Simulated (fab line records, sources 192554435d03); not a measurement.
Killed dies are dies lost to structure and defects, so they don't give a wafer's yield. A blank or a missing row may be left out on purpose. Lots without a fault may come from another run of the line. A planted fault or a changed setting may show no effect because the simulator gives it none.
Chamber matching | flow n5_finfet | N5_GATE_CUT_ETCH_58 on rie_diel-05: 4 sister chambers
The step etches SiNx in CH3F/O2, target depth 17 nm, time 128.6 s. 4 wafers are shown with their chamber, then 9 later ones without.

WAFERS WITH THEIR CHAMBER
wafer  | chamber | throttle_valve_pct (%)
L076.3 | 2       | 16.40
L084.1 | 3       | 16.19
L084.2 | 1       | 16.51
L084.4 | 0       | 16.75

WAFERS WITHOUT THEIR CHAMBER
wafer  | throttle_valve_pct (%)
L085.2 | 16.43
L085.4 | 16.76
L085.6 | 16.78
L091.1 | 16.78
L091.2 | 16.20
L091.3 | 16.56
L097.1 | 16.82
L097.3 | 16.59
L097.6 | 16.24

WHICH CHAMBER EACH WENT THROUGH
wafer  | from the rows above     | in truth
L085.2 | can't be placed: 2 or 1 | 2
L085.4 | 0                       | 0
L085.6 | 0                       | 0
L091.1 | 0                       | 0
L091.2 | 3                       | 3
L091.3 | 1                       | 1
L097.1 | 0                       | 0
L097.3 | can't be placed: 1 or 0 | 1
L097.6 | 3                       | 3
Placed correctly: 7 of 9. Can't be placed from these rows: 2 (the true chamber is among the candidates in 2). Placed wrongly: 0.
How it was worked out, from the rows above alone: a wafer's distance from a chamber is the root of the sum, over the readings, of the square of ((its reading less the chamber's mean) divided by the reading's scatter). The wafer belongs to the nearest chamber; if the next one is less than 2 further off, it can't be placed. A chamber's mean is the mean of its shown wafers. The scatter: with one shown wafer a chamber, the root of the mean of the squares of how far each hidden wafer lies from its nearest shown one.
